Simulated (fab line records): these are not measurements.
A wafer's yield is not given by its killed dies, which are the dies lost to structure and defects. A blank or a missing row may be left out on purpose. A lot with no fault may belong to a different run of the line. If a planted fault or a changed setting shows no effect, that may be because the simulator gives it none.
fab line records | flow n5_finfet
record lots=7 | wafers=21
route steps=1938 shown BEOL_M11@1539 BEOL_M12@1608
start_h: hours from the record's opening day to when the first of the lot's shown wafers began | wait_h: time in hours since the lot's previous step | " identical to the entry in the row above | L1.1+2: a row that stands for several wafers | - either no value or no given start | * or withheld: withheld | < > ~ a bound
route shown NAME@n: NAME is a module with steps in the file, n the number in the route of the first one | usual: average and standard deviation across the fault-free wafers | same: alike in all rows | chamber/n: place in a boat | sites: the reading at each site | _std_site: standard deviation across them | _edge_site: outer sites' mean less inner sites' | radius_mm: for every site, how far away it sits from the centre of the wafer | mask NAME#n: copy n | behind: the most recent tool/chamber to have shaped the wafer | hold: what put the lot on hold/how long, in hours/how the hold closed | device: which transistor (n, p or np) failed to switch | end of line: the route-end tests of the same wafers | for a step that has no rows: nothing shown but its recipe | killed: at the first sort, the dies lost to defects and structure; wafer yield is something else | map: dies across one wafer; x = killed, . = not, _ = none there
set.NAME: the setting as run; set.NAME@STEP: as run at that earlier step | model.NAME: the simulator's own value behind a step, which no gauge read
one table per step and one row per wafer, for lots whose settings were changed on purpose
## steps
# step N5_BEOL_M11_PECVD_70
# recipe material=SiO2 | target_thk_a=200 | temp_c=400 | precursor=TEOS/O2 | pressure_torr=5.5 | rf_w=450 | teos_flow_sccm=53.8 | gas=O2 | flow_sccm=3000 | time_s=22.7
lot.wafer | tool     | chamber | start_h | wait_h | set.time_s | model.SiO2_of_BEOL_M11_PECVD_70.thk_nm
L077.2    | pecvd-03 | 0       | 235.56  | 0.0    | 22.7       | 20
L077.3    | "        | 2       | "       | "      | 19.61      | 17
L077.6    | "        | 0       | "       | "      | 19.61      | 17.2
L075.2    | pecvd-03 | 0       | 237.69  | 0.0    | 22.7       | 19.6
L075.4    | "        | 1       | "       | "      | 22.7       | 20
L075.6    | "        | 0       | "       | "      | 22.7       | 19.8
L085.3+4  | pecvd-04 | 1,2     | 290.88  | 0.0    | 22.7       | 20.2
L085.6    | "        | 1       | "       | "      | 23.65      | 21.2
L087.2    | pecvd-04 | 0       | 298.55  | 0.0    | 22.7       | 19.8
L087.3    | "        | 2       | "       | "      | 22.7       | 19.6
L087.6    | "        | 0       | "       | "      | 22.7       | 20.4
L090.2    | pecvd-01 | 2       | 330.20  | 0.0    | 22.7       | 19.4
L090.5    | "        | 2       | "       | "      | 22.7       | 19.8
L090.6    | "        | 1       | "       | "      | 24.85      | 21.8
L094.2    | pecvd-01 | 0       | 338.42  | 0.0    | 22.7       | 19.4
L094.3    | "        | 1       | "       | "      | 22.7       | 19.6
L094.6    | "        | 1       | "       | "      | 22.7       | 20
L096.1    | pecvd-04 | 0       | 355.85  | 0.1    | 20.73      | 18.6
L096.2+4  | "        | 1,0     | "       | "      | 22.7       | 20.4
# step N5_BEOL_M11_EXPOSE_08
# recipe mask_id=M11 | na=1.35 | source_shape=dipole | sigma_inner=0.411 | sigma_outer=0.611 | polarization=te | dose_mj=53.75
lot.wafer  | tool            | chamber | start_h | wait_h | mask  | set.dose_mj
L077.2+6   | arfi_scanner-01 | 0       | 236.59  | -      | M11#0 | 55.22
L077.3     | "               | 0       | "       | "      | M11#0 | 53.75
L075.2+4+6 | arfi_scanner-03 | 0       | 239.60  | -      | M11#0 | 53.75
L085.3+4+6 | arfi_scanner-01 | 0       | 291.84  | -      | M11#0 | 53.75
L087.2+6   | arfi_scanner-01 | 0       | 299.77  | -      | M11#0 | 53.75
L087.3     | "               | 0       | "       | "      | M11#0 | 57.07
L090.2+6   | arfi_scanner-01 | 0       | 330.88  | -      | M11#0 | 52.56
L090.5     | "               | 0       | "       | "      | M11#0 | 53.75
L094.2+3+6 | arfi_scanner-02 | 0       | 341.47  | -      | M11#0 | 53.75
L096.1+2   | arfi_scanner-01 | 0       | 356.70  | -      | M11#0 | 50.38
L096.4     | "               | 0       | "       | "      | M11#0 | 53.75
# step N5_BEOL_M11_PEB_09
# recipe peb_temp_c=withheld | peb_time_s=60 | resist=CAR-ArF
# step N5_BEOL_M11_DEVELOP_10
# recipe develop_time_s=30 | developer=TMAH | resist=CAR-ArF | rinse_liquid=diw | dry=air_spin | dev_temp_c=23
# step N5_BEOL_M11_CD_MEAS_11
# recipe target_cd_nm=64.1 | landing_energy_ev=500 | detector=se_inlens | polarity=opening
# usual cd_nm=64.1/0.43
lot.wafer | tool      | chamber | start_h | wait_h | set.dose_mj@BEOL_M11_EXPOSE_08 | cd_nm
L077.2    | cd_sem-02 | 0       | 236.71  | -      | 55.22                          | 65.0
L077.3    | "         | 0       | "       | "      | 53.75                          | 63.5
L077.6    | "         | 0       | "       | "      | 55.22                          | 65.8
L075.2    | cd_sem-01 | 0       | 239.72  | -      | 53.75                          | 64.3
L075.4    | "         | 0       | "       | "      | 53.75                          | 64.3
L075.6    | "         | 0       | "       | "      | 53.75                          | 64.6
L085.3    | cd_sem-01 | 0       | 291.96  | -      | 53.75                          | 64.6
L085.4    | "         | 0       | "       | "      | 53.75                          | 64.0
L085.6    | "         | 0       | "       | "      | 53.75                          | 64.0
L087.2    | cd_sem-01 | 0       | 299.89  | -      | 53.75                          | 64.2
L087.3    | "         | 0       | "       | "      | 57.07                          | 67.6
L087.6    | "         | 0       | "       | "      | 53.75                          | 64.3
L090.2    | cd_sem-01 | 0       | 331.00  | -      | 52.56                          | 63.6
L090.5    | "         | 0       | "       | "      | 53.75                          | 63.9
L090.6    | "         | 0       | "       | "      | 52.56                          | 63.3
L094.2    | cd_sem-02 | 0       | 341.59  | -      | 53.75                          | 63.9
L094.3    | "         | 0       | "       | "      | 53.75                          | 64.7
L094.6    | "         | 0       | "       | "      | 53.75                          | 63.8
L096.1    | cd_sem-03 | 0       | 356.83  | -      | 50.38                          | 61.4
L096.2    | "         | 0       | "       | "      | 50.38                          | 61.1
L096.4    | "         | 0       | "       | "      | 53.75                          | 63.9
# step N5_BEOL_M11_DESCUM_16
# recipe chemistry=O2 | time_s=7.9 | source_power_w=50 | bias_power_w=20 | pressure_mtorr=20 | rf_frequency_hz=2.712e+07 | temp_c=40 | resist=CAR-ArF | o2_flow_sccm=225
# step N5_BEOL_M11_ETCH_61
# recipe chemistry=CF4 | target=SiARC | target_depth_a=390 | mask_material=CAR-ArF | time_s=65 | ion_energy_ev=80 | pressure_mtorr=40 | source_w=545 | bias_w=36 | Ar_flow_sccm=100 | cf4_flow_sccm=100 | ends=cleared
lot.wafer | tool        | chamber | start_h | wait_h | set.dose_mj@BEOL_M11_EXPOSE_08 | model.BEOL_M11.cd_offset_nm
L077.2    | rie_diel-03 | 2       | 236.83  | 0.0    | 55.22                          | 1
L077.3    | "           | 0       | "       | "      | 53.75                          | -0.6
L077.6    | "           | 2       | "       | "      | 55.22                          | 1.4
L075.2+6  | rie_diel-02 | 2,3     | 239.84  | 0.0    | 53.75                          | 0.2
L075.4    | "           | 1       | "       | "      | 53.75                          | 0.4
L085.3    | rie_diel-03 | 0       | 292.08  | 0.0    | 53.75                          | 0.2
L085.4    | "           | 1       | "       | "      | 53.75                          | -0.2
L085.6    | "           | 2       | "       | "      | 53.75                          | 0
L087.2+6  | rie_diel-05 | 3       | 300.01  | 0.0    | 53.75                          | 0.2
L087.3    | "           | 0       | "       | "      | 57.07                          | 3.6
L090.2    | rie_diel-02 | 2       | 331.13  | 0.0    | 52.56                          | -0.4
L090.5    | "           | 0       | "       | "      | 53.75                          | 0.8
L090.6    | "           | 1       | "       | "      | 52.56                          | -0.6
L094.2    | rie_diel-02 | 0       | 341.71  | 0.0    | 53.75                          | -0.4
L094.3    | "           | 2       | "       | "      | 53.75                          | 0
L094.6    | "           | 1       | "       | "      | 53.75                          | -0.6
L096.1    | rie_diel-05 | 2       | 357.45  | 0.0    | 50.38                          | -3
L096.2    | "           | 0       | "       | "      | 50.38                          | -2.6
L096.4    | "           | 3       | "       | "      | 53.75                          | 0.4
# step N5_BEOL_M11_ETCH_62
# recipe chemistry=N2/H2 | target=SOC | target_depth_a=1100 | overetch_a=220 | mask_material=SiARC | temp_c=40 | time_s=165 | ion_energy_ev=200 | pressure_mtorr=30 | source_w=840 | bias_w=150 | n2_flow_sccm=200 | h2_flow_sccm=200
lot.wafer | tool        | chamber | start_h | wait_h | set.time_s | set.dose_mj@BEOL_M11_EXPOSE_08 | model.BEOL_M11.cd_offset_nm | model.SiARC_of_BEOL_M11_COAT_60.thk_nm
L077.2    | rie_diel-03 | 2       | 236.88  | 0.0    | 165        | 55.22                          | 0.8                         | 23.4
L077.3    | "           | 0       | "       | "      | 165        | 53.75                          | -0.6                        | 23.6
L077.6    | "           | 2       | "       | "      | 165        | 55.22                          | 1.6                         | 23.4
L075.2    | rie_diel-02 | 2       | 239.89  | 0.0    | 165        | 53.75                          | 0.4                         | 23.8
L075.4    | "           | 1       | "       | "      | 165        | 53.75                          | 0.6                         | 23.4
L075.6    | "           | 3       | "       | "      | 165        | 53.75                          | 0                           | 23.4
L085.3    | rie_diel-03 | 0       | 292.13  | 0.0    | 138.5      | 53.75                          | -0.4                        | 24.8
L085.4    | "           | 1       | "       | "      | 138.5      | 53.75                          | -0.8                        | 24.6
L085.6    | "           | 2       | "       | "      | 165        | 53.75                          | 0                           | 23.4
L087.2    | rie_diel-05 | 3       | 300.06  | 0.0    | 165        | 53.75                          | 0                           | 23.8
L087.3    | "           | 0       | "       | "      | 189.4      | 57.07                          | 4.2                         | 22.6
L087.6    | "           | 3       | "       | "      | 189.4      | 53.75                          | 0.6                         | 22.8
L090.2    | rie_diel-02 | 2       | 331.18  | 0.0    | 165        | 52.56                          | -0.4                        | 23.6
L090.5    | "           | 0       | "       | "      | 165        | 53.75                          | 0.8                         | 23.4
L090.6    | "           | 1       | "       | "      | 165        | 52.56                          | -0.4                        | 23.4
L094.2    | rie_diel-02 | 0       | 341.76  | 0.0    | 165        | 53.75                          | -0.4                        | 23.4
L094.3    | "           | 2       | "       | "      | 165        | 53.75                          | 0                           | 23.4
L094.6    | "           | 1       | "       | "      | 165        | 53.75                          | -0.6                        | 23.2
L096.1    | rie_diel-05 | 2       | 357.50  | 0.0    | 165        | 50.38                          | -2.8                        | 23.4
L096.2    | "           | 0       | "       | "      | 165        | 50.38                          | -2.4                        | 23.4
L096.4    | "           | 3       | "       | "      | 165        | 53.75                          | 0.2                         | 23.8
# step N5_BEOL_M11_STRIP_68
# recipe chemistry=N2/H2 | temp_c=40 | n2_flow_sccm=200 | h2_flow_sccm=200 | rf_frequency_hz=6e+07
# step N5_BEOL_M11_STRIP_67
# recipe chemistry=CF4 | resist=SiARC | power_w=300 | bias_power_w=75 | pressure_mtorr=50 | cf4_flow_sccm=150 | rf_frequency_hz=6e+07
# step N5_BEOL_M11_HM_OPEN_17
# recipe chemistry=Cl2/BCl3 | target_depth_a=200 | overetch_a=60 | target=TiN | mask_material=SOC | ion_energy_ev=150 | pressure_mtorr=10 | icp_w=1000 | bias_w=126 | Cl2_flow_sccm=53.25 | bcl3_flow_sccm=21.75 | Ar_flow_sccm=25
lot.wafer | tool         | chamber | start_h | wait_h | set.dose_mj@BEOL_M11_EXPOSE_08 | model.BEOL_M11.cd_offset_nm
L077.2    | rie_metal-01 | 1       | 237.07  | 0.0    | 55.22                          | 0.8
L077.3    | "            | 1       | "       | "      | 53.75                          | -0.6
L077.6    | "            | 1       | "       | "      | 55.22                          | 1.6
L075.2+6  | rie_metal-01 | 0       | 240.08  | 0.0    | 53.75                          | 0.2
L075.4    | "            | 0       | "       | "      | 53.75                          | 0.6
L085.3    | rie_metal-03 | 0       | 292.35  | 0.1    | 53.75                          | -0.4
L085.4    | "            | 1       | "       | "      | 53.75                          | -0.8
L085.6    | "            | 0       | "       | "      | 53.75                          | -0.2
L087.2    | rie_metal-01 | 1       | 300.25  | 0.0    | 53.75                          | 0
L087.3    | "            | 0       | "       | "      | 57.07                          | 4.2
L087.6    | "            | 0       | "       | "      | 53.75                          | 0.6
L090.2+6  | rie_metal-01 | 1       | 331.36  | 0.0    | 52.56                          | -0.4
L090.5    | "            | 0       | "       | "      | 53.75                          | 0.8
L094.2    | rie_metal-02 | 0       | 341.95  | 0.0    | 53.75                          | -0.4
L094.3    | "            | 1       | "       | "      | 53.75                          | 0
L094.6    | "            | 1       | "       | "      | 53.75                          | -0.6
L096.1    | rie_metal-03 | 0       | 357.69  | 0.0    | 50.38                          | -3
L096.2    | "            | 1       | "       | "      | 50.38                          | -2.6
L096.4    | "            | 1       | "       | "      | 53.75                          | 0.2
# step N5_BEOL_M11_STRIP_19
# recipe chemistry=O2 | power_w=400 | temp_c=40 | pressure_mtorr=30 | rf_frequency_hz=6e+07 | bias_power_w=0 | overash_fraction=0.2 | o2_flow_sccm=225
# step N5_BEOL_M11_CD_MEAS_18
# recipe pitch_nm=140 | target_cd_nm=70
# usual cd_nm=70.0/0.47
lot.wafer | tool      | chamber | start_h | wait_h | set.dose_mj@BEOL_M11_EXPOSE_08 | cd_nm
L077.2    | cd_sem-02 | -       | 237.25  | 0.1    | 55.22                          | 70.9
L077.3    | "         | -       | "       | "      | 53.75                          | 69.6
L077.6    | "         | -       | "       | "      | 55.22                          | 71.8
L075.2    | cd_sem-02 | -       | 240.29  | 0.1    | 53.75                          | 70.4
L075.4    | "         | -       | "       | "      | 53.75                          | 70.3
L075.6    | "         | -       | "       | "      | 53.75                          | 70.4
L085.3    | cd_sem-02 | -       | 292.50  | 0.1    | 53.75                          | 69.5
L085.4    | "         | -       | "       | "      | 53.75                          | 69.2
L085.6    | "         | -       | "       | "      | 53.75                          | 70.2
L087.2    | cd_sem-01 | -       | 300.46  | 0.1    | 53.75                          | 69.8
L087.3    | "         | -       | "       | "      | 57.07                          | 74.3
L087.6    | "         | -       | "       | "      | 53.75                          | 70.7
L090.2    | cd_sem-02 | -       | 331.54  | 0.1    | 52.56                          | 69.9
L090.5    | "         | -       | "       | "      | 53.75                          | 70.9
L090.6    | "         | -       | "       | "      | 52.56                          | 69.4
L094.2    | cd_sem-01 | -       | 342.13  | 0.1    | 53.75                          | 69.8
L094.3    | "         | -       | "       | "      | 53.75                          | 69.8
L094.6    | "         | -       | "       | "      | 53.75                          | 69.2
L096.1    | cd_sem-01 | -       | 357.88  | 0.0    | 50.38                          | 67.0
L096.2    | "         | -       | "       | "      | 50.38                          | 67.5
L096.4    | "         | -       | "       | "      | 53.75                          | 70.1
# step N5_BEOL_M11_COAT_63
# recipe resist=SOC | temp_c=250 | time_s=60 | spin_rpm=1500 | resist_thk_nm=100
# step N5_BEOL_M11_COAT_64
# recipe resist=SiARC | temp_c=220 | time_s=60 | spin_rpm=1500 | resist_thk_nm=30
# step N5_BEOL_M11_PRECLEAN_42
# recipe chemistry=residue_remover | time_s=60 | temp_c=40
# step N5_BEOL_M11_SRD_43
# recipe time_s=30 | temp_c=23 | rinse_liquid=diw | dry=ipa_marangoni
# step N5_BEOL_M11_CD_MEAS_35
# recipe target_cd_nm=70 | polarity=opening
# usual cd_nm=69.9/0.47
lot.wafer | tool      | chamber | start_h | wait_h | set.dose_mj@BEOL_M11_EXPOSE_08 | cd_nm
L077.2    | cd_sem-02 | -       | 239.07  | 0.0    | 55.22                          | 71.1
L077.3    | "         | -       | "       | "      | 53.75                          | 69.4
L077.6    | "         | -       | "       | "      | 55.22                          | 71.5
L075.2    | cd_sem-01 | -       | 241.54  | 0.0    | 53.75                          | 70.3
L075.4    | "         | -       | "       | "      | 53.75                          | 70.7
L075.6    | "         | -       | "       | "      | 53.75                          | 70.2
L085.3    | cd_sem-03 | -       | 295.08  | 0.0    | 53.75                          | 69.4
L085.4    | "         | -       | "       | "      | 53.75                          | 69.3
L085.6    | "         | -       | "       | "      | 53.75                          | 70.0
L087.2    | cd_sem-03 | -       | 302.46  | 0.0    | 53.75                          | 69.7
L087.3    | "         | -       | "       | "      | 57.07                          | 74.6
L087.6    | "         | -       | "       | "      | 53.75                          | 70.8
L090.2    | cd_sem-02 | -       | 333.13  | 0.0    | 52.56                          | 69.0
L090.5    | "         | -       | "       | "      | 53.75                          | 71.2
L090.6    | "         | -       | "       | "      | 52.56                          | 69.4
L094.2    | cd_sem-02 | -       | 344.02  | 0.0    | 53.75                          | 69.7
L094.3    | "         | -       | "       | "      | 53.75                          | 70.2
L094.6    | "         | -       | "       | "      | 53.75                          | 69.6
L096.1    | cd_sem-01 | -       | 359.96  | 0.0    | 50.38                          | 66.9
L096.2    | "         | -       | "       | "      | 50.38                          | 67.5
L096.4    | "         | -       | "       | "      | 53.75                          | 70.1
# step N5_BEOL_M12_EXPOSE_07
# recipe mask_id=V11 | na=0.93 | source_shape=conventional | sigma_outer=0.6 | polarization=unpolarized | attpsm_phase_deg=180 | dose_mj=32.5
lot.wafer  | tool           | chamber | start_h | wait_h | mask  | set.dose_mj
L077.2+3+6 | krf_scanner-01 | 0       | 242.05  | -      | V11#0 | 32.5
L075.2+4+6 | krf_scanner-01 | 0       | 245.36  | -      | V11#0 | 32.5
L085.3+6   | krf_scanner-02 | 0       | 298.56  | -      | V11#0 | 31.18
L085.4     | "              | 0       | "       | "      | V11#0 | 32.5
L087.2     | krf_scanner-01 | 0       | 306.37  | -      | V11#0 | 30.1
L087.3+6   | "              | 0       | "       | "      | V11#0 | 32.5
L090.2+5+6 | krf_scanner-02 | 0       | 337.75  | -      | V11#0 | 32.5
L094.2+3+6 | krf_scanner-02 | 0       | 346.42  | -      | V11#0 | 32.5
L096.1+4   | krf_scanner-02 | 0       | 362.42  | -      | V11#0 | 32.5
L096.2     | "              | 0       | "       | "      | V11#0 | 31.41
# step N5_BEOL_M12_PEB_08
# recipe peb_temp_c=130 | peb_time_s=90
# step N5_BEOL_M12_DEVELOP_09
# recipe develop_time_s=45 | rinse_liquid=diw | dry=air_spin | dev_temp_c=21
# step N5_BEOL_M12_HARDBAKE_14
# recipe temp_c=130 | time_s=120
# step N5_BEOL_M12_CD_MEAS_10
# recipe target_cd_nm=140 | landing_energy_ev=500 | detector=se_inlens | polarity=opening
# usual cd_nm=140.3/1.4
lot.wafer | tool      | chamber | start_h | wait_h | set.dose_mj@BEOL_M12_EXPOSE_07 | cd_nm
L077.2    | cd_sem-03 | 0       | 242.22  | -      | 32.5                           | 141.3
L077.3    | "         | 0       | "       | "      | 32.5                           | 140.6
L077.6    | "         | 0       | "       | "      | 32.5                           | 141.0
L075.2    | cd_sem-03 | 0       | 245.53  | -      | 32.5                           | 139.3
L075.4    | "         | 0       | "       | "      | 32.5                           | 140.1
L075.6    | "         | 0       | "       | "      | 32.5                           | 139.8
L085.3    | cd_sem-01 | 0       | 298.72  | -      | 31.18                          | 134.2
L085.4    | "         | 0       | "       | "      | 32.5                           | 139.9
L085.6    | "         | 0       | "       | "      | 31.18                          | 135.0
L087.2    | cd_sem-03 | 0       | 306.54  | -      | 30.1                           | 129.8
L087.3    | "         | 0       | "       | "      | 32.5                           | 138.7
L087.6    | "         | 0       | "       | "      | 32.5                           | 138.2
L090.2    | cd_sem-02 | 0       | 337.92  | -      | 32.5                           | 141.6
L090.5    | "         | 0       | "       | "      | 32.5                           | 139.7
L090.6    | "         | 0       | "       | "      | 32.5                           | 140.7
L094.2    | cd_sem-02 | 0       | 346.59  | -      | 32.5                           | 143.3
L094.3    | "         | 0       | "       | "      | 32.5                           | 142.6
L094.6    | "         | 0       | "       | "      | 32.5                           | 140.5
L096.1    | cd_sem-03 | 0       | 362.59  | -      | 32.5                           | 143.1
L096.2    | "         | 0       | "       | "      | 31.41                          | 137.9
L096.4    | "         | 0       | "       | "      | 32.5                           | 141.7
# step N5_BEOL_M12_ETCH_59
# recipe chemistry=N2/H2 | target=BARC | target_depth_a=890 | overetch_a=267 | time_s=67.9 | ion_energy_ev=200 | pressure_mtorr=30 | source_w=840 | bias_w=150 | n2_flow_sccm=200 | h2_flow_sccm=200
# usual rf_vpp_V=524.0/2.1
lot.wafer | tool        | chamber | start_h | wait_h | set.bias_w | rf_vpp_V
L077.2    | rie_diel-04 | 1       | 242.34  | 0.0    | 131.1      | 479.4
L077.3    | "           | 0       | "       | "      | 150        | 522.5
L077.6    | "           | 2       | "       | "      | 150        | 528.7
L075.2    | rie_diel-01 | 0       | 245.65  | 0.0    | 150        | 526.6
L075.4    | "           | 3       | "       | "      | 150        | 525.8
L075.6    | "           | 1       | "       | "      | 150        | 522.3
L085.3    | rie_diel-06 | 2       | 299.10  | 0.0    | 166.5      | 558.8
L085.4    | "           | 2       | "       | "      | 150        | 521.4
L085.6    | "           | 3       | "       | "      | 150        | 526.3
L087.2    | rie_diel-06 | 2       | 306.66  | 0.0    | 150        | 521.4
L087.3    | "           | 0       | "       | "      | 150        | 526.6
L087.6    | "           | 0       | "       | "      | 150        | 526.8
L090.2    | rie_diel-04 | 2       | 338.04  | 0.0    | 136.8      | 497.3
L090.5    | "           | 2       | "       | "      | 136.8      | 497.8
L090.6    | "           | 0       | "       | "      | 150        | 522.4
L094.2    | rie_diel-06 | 3       | 346.71  | 0.0    | 127.3      | 473.7
L094.3    | "           | 1       | "       | "      | 150        | 524.3
L094.6    | "           | 2       | "       | "      | 150        | 522.1
L096.1    | rie_diel-04 | 3       | 362.74  | 0.0    | 164.8      | 559.6
L096.2    | "           | 2       | "       | "      | 150        | 528.6
L096.4    | "           | 0       | "       | "      | 164.8      | 555.7
# step N5_BEOL_M12_VIA_ETCH_16
# recipe chemistry=C4F8/O2/Ar | target=SiOC | pressure_mtorr=30 | source_w=3000 | bias_w=700 | Ar_flow_sccm=400 | C4F8_flow_sccm=15 | O2_flow_sccm=8 | he_inner_torr=15 | he_outer_torr=30 | target_depth_a=7248 | time_s=withheld | ion_energy_ev=250 | ends=cleared
# step N5_BEOL_M12_STRIP_63
# recipe chemistry=N2/H2 | power_w=1000 | temp_c=250 | h2_frac=0.65 | overash_fraction=0.3 | pressure_mtorr=1000 | n2_flow_sccm=1750 | h2_flow_sccm=3250
# step N5_BEOL_M12_STRIP_71
# recipe chemistry=post_etch_residue_remover | time_s=60 | temp_c=25 | remover_ph=withheld | remover_water_wt_pct=withheld | remover_fluoride_wt_pct=withheld
# step N5_BEOL_M12_SRD_72
# recipe time_s=30 | temp_c=23 | rinse_liquid=diw | dry=n2_spin | spin_rpm=1500 | dry_time_s=30
# step N5_BEOL_M12_CD_MEAS_17
# recipe target_cd_nm=140 | polarity=opening
# usual cd_nm=140.6/1.5
lot.wafer | tool      | chamber | start_h | wait_h | set.dose_mj@BEOL_M12_EXPOSE_07 | cd_nm
L077.2    | cd_sem-03 | -       | 242.80  | 0.0    | 32.5                           | 141.8
L077.3    | "         | -       | "       | "      | 32.5                           | 141.4
L077.6    | "         | -       | "       | "      | 32.5                           | 141.8
L075.2    | cd_sem-02 | -       | 246.11  | 0.0    | 32.5                           | 139.4
L075.4    | "         | -       | "       | "      | 32.5                           | 138.7
L075.6    | "         | -       | "       | "      | 32.5                           | 140.4
L085.3    | cd_sem-01 | -       | 299.56  | 0.0    | 31.18                          | 133.9
L085.4    | "         | -       | "       | "      | 32.5                           | 140.5
L085.6    | "         | -       | "       | "      | 31.18                          | 134.5
L087.2    | cd_sem-03 | -       | 307.12  | 0.0    | 30.1                           | 130.8
L087.3    | "         | -       | "       | "      | 32.5                           | 138.6
L087.6    | "         | -       | "       | "      | 32.5                           | 138.8
L090.2    | cd_sem-02 | -       | 338.50  | 0.0    | 32.5                           | 141.6
L090.5    | "         | -       | "       | "      | 32.5                           | 140.9
L090.6    | "         | -       | "       | "      | 32.5                           | 141.3
L094.2    | cd_sem-01 | -       | 347.17  | 0.0    | 32.5                           | 142.0
L094.3    | "         | -       | "       | "      | 32.5                           | 142.6
L094.6    | "         | -       | "       | "      | 32.5                           | 139.8
L096.1    | cd_sem-01 | -       | 363.20  | 0.0    | 32.5                           | 144.2
L096.2    | "         | -       | "       | "      | 31.41                          | 138.4
L096.4    | "         | -       | "       | "      | 32.5                           | 142.8
## key
split step=N5_BEOL_M11_PECVD_70 | setting=time_s | stated=22.7 | by=wafer
response step=N5_BEOL_M11_PECVD_70 | reading=model.SiO2_of_BEOL_M11_PECVD_70.thk_nm | change=+0.218 | per=1% | r=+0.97
split step=N5_BEOL_M11_EXPOSE_08 | setting=dose_mj | stated=53.75 | by=wafer
response step=N5_BEOL_M11_CD_MEAS_11 | reading=cd_nm | change=+0.483 | per=1% | r=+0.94
response step=N5_BEOL_M11_ETCH_61 | reading=model.BEOL_M11.cd_offset_nm | change=+0.544 | per=1% | r=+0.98
response step=N5_BEOL_M11_ETCH_62 | reading=model.BEOL_M11.cd_offset_nm | change=+0.548 | per=1% | r=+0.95
response step=N5_BEOL_M11_HM_OPEN_17 | reading=model.BEOL_M11.cd_offset_nm | change=+0.562 | per=1% | r=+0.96
response step=N5_BEOL_M11_CD_MEAS_18 | reading=cd_nm | change=+0.561 | per=1% | r=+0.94
response step=N5_BEOL_M11_CD_MEAS_35 | reading=cd_nm | change=+0.607 | per=1% | r=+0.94
split step=N5_BEOL_M11_ETCH_62 | setting=time_s | stated=165 | by=wafer
response step=N5_BEOL_M11_ETCH_62 | reading=model.SiARC_of_BEOL_M11_COAT_60.thk_nm | change=-0.0779 | per=1% | r=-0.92
split step=N5_BEOL_M12_EXPOSE_07 | setting=dose_mj | stated=32.5 | by=wafer
response step=N5_BEOL_M12_CD_MEAS_10 | reading=cd_nm | change=+1.22 | per=1% | r=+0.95
response step=N5_BEOL_M12_CD_MEAS_17 | reading=cd_nm | change=+1.23 | per=1% | r=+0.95
split step=N5_BEOL_M12_ETCH_59 | setting=bias_w | stated=150 | by=wafer
response step=N5_BEOL_M12_ETCH_59 | reading=rf_vpp_V | change=+3.25 | per=1% | r=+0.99
